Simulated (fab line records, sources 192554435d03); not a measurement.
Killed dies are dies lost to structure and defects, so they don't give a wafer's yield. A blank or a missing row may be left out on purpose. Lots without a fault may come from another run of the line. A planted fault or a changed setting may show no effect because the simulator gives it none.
Which tool did it? | flow n5_finfet | 9 lots, 25 wafers sampled, at 6 steps of a route of 1938

WHAT THE GAUGES READ, wafer by wafer
N5_BEOL_M0_SAQP_CD_MEAS_40: target cd 30 nm. Usual: cd_nm 30.00 nm, standard deviation 0.24.
lot  | measured     | on        | cd_nm (nm)        | flag
L431 | day 6 18:29  | cd_sem-02 | 30.01 29.82 29.85 |
L433 | day 7 01:53  | cd_sem-03 | 29.97 30.26 30.09 |
L437 | day 7 18:24  | cd_sem-01 | 29.94 29.86 29.88 |
L438 | day 8 05:31  | cd_sem-02 | 30.04 30.16 30.03 |
L440 | day 8 21:31  | cd_sem-01 | 30.31 29.92 30.30 |
L441 | day 9 00:27  | cd_sem-01 | 29.73 29.77 29.99 |
L447 | day 10 17:44 | cd_sem-02 | 29.94 29.96 29.81 |
L449 | day 11 05:38 | cd_sem-03 | 23.80 23.90       | OFF
L451 | day 11 13:46 | cd_sem-02 | 24.78 24.73       | OFF

N5_BEOL_M4_RC_MEAS_101. Usual: DIBL_N 35.3 mV/V, standard deviation 1.5; DIBL_P 35.3 mV/V, standard deviation 1.9; IOFF_N 0.145 nA/um, standard deviation 0.027; IOFF_P 0.20 nA/um, standard deviation 0.033; ION_N 670 uA/um, standard deviation 12; ION_P 462 uA/um, standard deviation 6.8; SS_N 71.3 mV/dec, standard deviation 0.6; SS_P 73.1 mV/dec, standard deviation 0.7; VT_N 251 mV, standard deviation 3.4; VT_P -251 mV, standard deviation 3.2.
lot  | measured     | on        | DIBL_N (mV/V)  | DIBL_P (mV/V)  | IOFF_N (nA/um)    | IOFF_P (nA/um) | ION_N (uA/um) | ION_P (uA/um) | SS_N (mV/dec)  | SS_P (mV/dec)  | VT_N (mV)   | VT_P (mV)      | flag
L431 | day 10 14:03 | prober-01 | 35.8 35.6 35.3 | 34.8 35.3 34.3 | 0.142 0.137 0.125 | 0.18 0.19 0.17 | 673 672 665   | 457 461 460   | 71.2 70.9 70.9 | 73.5 73.3 73.4 | 251 252 255 | -254 -252 -255 |
L433 | day 9 12:05  | prober-01 | 36.7 35.3 36.8 | 36.6 35.2 37.3 | 0.162 0.133 0.160 | 0.24 0.22 0.25 | 669 664 679   | 464 466 467   | 71.9 71.6 72.0 | 73.4 73.0 73.3 | 251 251 248 | -247 -249 -245 |
L437 | day 11 00:26 | prober-01 | 35.3 32.1 34.6 | 35.3 31.7 35.5 | 0.149 0.108 0.132 | 0.23 0.17 0.21 | 674 662 664   | 465 460 462   | 71.1 70.5 71.6 | 73.4 71.9 72.2 | 251 254 253 | -250 -250 -246 |
L438 | day 11 01:06 | prober-02 | 33.6 33.6 34.0 | 32.8 33.8 34.8 | 0.111 0.130 0.126 | 0.17 0.20 0.20 | 659 674 656   | 452 474 458   | 70.7 70.3 71.2 | 71.5 72.5 72.3 | 256 249 255 | -253 -250 -248 |
L440 | day 11 13:35 | prober-02 | 38.1 34.4 34.9 | 38.5 35.4 35.4 | 0.190 0.132 0.134 | 0.24 0.20 0.20 | 674 662 651   | 465 463 452   | 71.6 70.5 72.0 | 74.1 73.4 72.8 | 246 251 250 | -246 -251 -250 |
L441 | day 11 22:42 | prober-02 | 35.4 33.1 32.8 | 36.4 33.2 33.1 | 0.139 0.101 0.107 | 0.19 0.15 0.15 | 662 649 663   | 460 449 449   | 71.7 71.2 71.0 | 73.9 72.4 72.7 | 252 256 256 | -250 -253 -255 |
L447 | day 13 14:29 | prober-01 | 35.4 35.7 33.4 | 36.6 36.8 34.4 | 0.162 0.163 0.128 | 0.20 0.20 0.16 | 679 680 675   | 462 464 462   | 71.3 70.8 69.8 | 73.0 73.5 72.7 | 248 248 250 | -253 -254 -256 |

WHICH TOOL RAN EACH LOT (tool, then ch and the chambers of the sampled wafers, then the start)
lot  | N5_BEOL_M0_SAQP_ETCH_102         | N5_BEOL_M0_SAQP_SPACER2_ETCHBACK_27 | N5_BEOL_M0_SAQP_EXPOSE_37         | N5_BEOL_M0_SAQP_ALD_48
L431 | rie_si-01 ch 1,2,3, day 6 16:26  | rie_diel-06 ch 0,1,2, day 6 17:52   | euv_scanner-02 ch 0, day 6 18:22  | ald_sin-01 ch 2,3, day 6 19:05
L433 | rie_si-01 ch 2,3, day 6 23:10    | rie_diel-01 ch 2,3, day 7 01:16     | euv_scanner-01 ch 0, day 7 01:46  | ald_sin-04 ch 0,3, day 7 02:18
L437 | rie_si-02 ch 0,2,3, day 7 16:20  | rie_diel-01 ch 1,2,3, day 7 17:53   | euv_scanner-02 ch 0, day 7 18:16  | ald_sin-03 ch 0,1,2, day 7 18:48
L438 | rie_si-03 ch 0,1,3, day 8 03:25  | rie_diel-02 ch 0,1,3, day 8 04:53   | euv_scanner-01 ch 0, day 8 05:23  | ald_sin-04 ch 0,1,2, day 8 06:04
L440 | rie_si-01 ch 0,1,2, day 8 17:43  | rie_diel-01 ch 1,2,3, day 8 21:00   | euv_scanner-02 ch 0, day 8 21:22  | ald_sin-04 ch 0,2, day 8 22:45
L441 | rie_si-03 ch 0,2, day 8 20:53    | rie_diel-02 ch 0,2,3, day 8 23:49   | euv_scanner-01 ch 0, day 9 00:19  | ald_sin-04 ch 1,2, day 9 00:51
L447 | rie_si-01 ch 0,1,3, day 10 14:26 | rie_diel-01 ch 0,1, day 10 16:18    | euv_scanner-02 ch 0, day 10 17:37 | ald_sin-03 ch 0,1, day 10 18:13
L449 | rie_si-02 ch 0,1, day 11 03:21   | rie_diel-01 ch 0,1, day 11 05:08    | euv_scanner-02 ch 0, day 11 05:31 | ald_sin-01 ch 0,2, day 11 06:03
L451 | rie_si-03 ch 0,1, day 11 11:50   | rie_diel-01 ch 0,1, day 11 13:16    | euv_scanner-02 ch 0, day 11 13:38 | ald_sin-01 ch 0,1, day 11 14:11
- N5_BEOL_M0_SAQP_ETCH_102: etches SiO2 in CF4, target depth 4 nm, time 4.4 s.
- N5_BEOL_M0_SAQP_SPACER2_ETCHBACK_27: etches SiO2 in CHF3/O2, target depth 22.5 nm, time 11.25 s.
- N5_BEOL_M0_SAQP_EXPOSE_37: exposes mask M0 CUT1, target cd 30 nm.
- N5_BEOL_M0_SAQP_ALD_48: deposits SiO2, target thk 20 nm, pulse time 1 s, co reactant pulse time 1 s.

WHAT THE TOOLS THEMSELVES READ (means of the sampled wafers that have a number; where no wafer has one, the mark that the record gives instead)
N5_BEOL_M0_SAQP_ETCH_102. Usual: drypump_motor_current_A 5.8 A, standard deviation 0.47; he_backside_leak_sccm 2.6 sccm, standard deviation 0.31; oes_product_au 1.000 a.u., standard deviation 0.022; throttle_valve_pct 21.8 %, standard deviation 0.3.
lot  | tool      | drypump_motor_current_A (A) | he_backside_leak_sccm (sccm) | oes_product_au (a.u.) | throttle_valve_pct (%) | flag
L431 | rie_si-01 | 6.1                         | 2.5                          | 1.012                 | 22.0                   |
L433 | rie_si-01 | 5.9                         | 2.6                          | 1.011                 | 22.0                   |
L437 | rie_si-02 | 6.0                         | 2.7                          | 0.999                 | 21.9                   |
L438 | rie_si-03 | 5.6                         | 2.5                          | 1.002                 | 21.9                   |
L440 | rie_si-01 | 6.0                         | 2.6                          | 0.996                 | 21.8                   |
L441 | rie_si-03 | 6.0                         | 2.3                          | 1.025                 | 21.7                   |
L447 | rie_si-01 | 5.8                         | 3.5                          | 1.002                 | 21.9                   |
L449 | rie_si-02 | 5.7                         | 3.0                          | 0.987                 | 21.9                   |
L451 | rie_si-03 | 5.9                         | 2.8                          | 1.026                 | 22.1                   |

N5_BEOL_M0_SAQP_SPACER2_ETCHBACK_27. Usual: drypump_motor_current_A 5.8 A, standard deviation 0.43; mfc_ar_sccm 200.0 sccm, standard deviation 0.6; oes_o_777_au 0.78 a.u., standard deviation 0.069; oes_product_au 0.78 a.u., standard deviation 0.074; rf_vpp_V 526 V, standard deviation 9.3; showerhead_plenum_p_Torr 2.39 Torr, standard deviation 0.054; throttle_valve_pct 18.93 %, standard deviation 0.28.
lot  | tool        | drypump_motor_current_A (A) | mfc_ar_sccm (sccm) | oes_o_777_au (a.u.) | oes_product_au (a.u.) | rf_vpp_V (V) | showerhead_plenum_p_Torr (Torr) | throttle_valve_pct (%) | flag
L431 | rie_diel-06 | 5.8                         | 199.3              | 0.74                | 0.73                  | 526          | 2.40                            | 19.05                  |
L433 | rie_diel-01 | 6.1                         | 200.7              | 0.79                | 0.79                  | 538          | 2.36                            | 18.89                  |
L437 | rie_diel-01 | 5.8                         | 200.0              | 0.77                | 0.77                  | 525          | 2.35                            | 18.87                  |
L438 | rie_diel-02 | 5.7                         | 200.1              | 0.79                | 0.81                  | 529          | 2.38                            | 19.03                  |
L440 | rie_diel-01 | 5.9                         | 200.4              | 0.76                | 0.77                  | 525          | 2.35                            | 18.89                  |
L441 | rie_diel-02 | 5.8                         | 199.6              | 0.80                | 0.81                  | 529          | 2.42                            | 18.92                  |
L447 | rie_diel-01 | 6.0                         | 200.1              | 0.85                | 0.87                  | 518          | 2.34                            | 18.61                  |
L449 | rie_diel-01 | 5.8                         | 200.2              | 0.81                | 0.82                  | 516          | 2.33                            | 18.68                  |
L451 | rie_diel-01 | 5.9                         | 199.8              | 0.80                | 0.82                  | 516          | 2.33                            | 18.69                  |

N5_BEOL_M0_SAQP_ALD_48. Usual: heater_power_w 78 W, standard deviation 6.8; precursor_pulse_height_rel 1.001, standard deviation 0.021.
lot  | tool       | heater_power_w (W) | precursor_pulse_height_rel | flag
L431 | ald_sin-01 | 74                 | 1.029                      |
L433 | ald_sin-04 | 77                 | 1.002                      |
L437 | ald_sin-03 | 72                 | 1.006                      |
L438 | ald_sin-04 | 80                 | 1.022                      |
L440 | ald_sin-04 | 78                 | 0.988                      |
L441 | ald_sin-04 | 79                 | 1.012                      |
L447 | ald_sin-03 | 67                 | 1.009                      |
L449 | ald_sin-01 | 76                 | 1.026                      |
L451 | ald_sin-01 | 85                 | 0.986                      |

THE ANSWER, worked out from the rows above alone
Rule: a lot is off if the mean of its wafers that have a number lies more than 3 standard deviations from the usual mean. A lot without any number at a reading at which 4 lots or more have one is off too. The other lots that the step has rows for count as sound. The gauges are gone through in route order, then the tools' own readings, and for those a lot's mean is taken as printed above. The first step at which some lot is off is used, and at that step the reading that is off furthest; a lot without a number counts as furthest.
Off: L449, L451, at N5_BEOL_M0_SAQP_CD_MEAS_40 (cd_nm).
A tool fits if, at a process step before that reading, it ran every lot that is off, and no sound lot after the first of them. The gauges at N5_BEOL_M0_SAQP_CD_MEAS_40 are tried like those tools. Can't be told from this: 2 tools fit, rie_diel-01 at N5_BEOL_M0_SAQP_SPACER2_ETCHBACK_27, euv_scanner-02 at N5_BEOL_M0_SAQP_EXPOSE_37.

WHAT THE SIMULATOR HAD PUT IN
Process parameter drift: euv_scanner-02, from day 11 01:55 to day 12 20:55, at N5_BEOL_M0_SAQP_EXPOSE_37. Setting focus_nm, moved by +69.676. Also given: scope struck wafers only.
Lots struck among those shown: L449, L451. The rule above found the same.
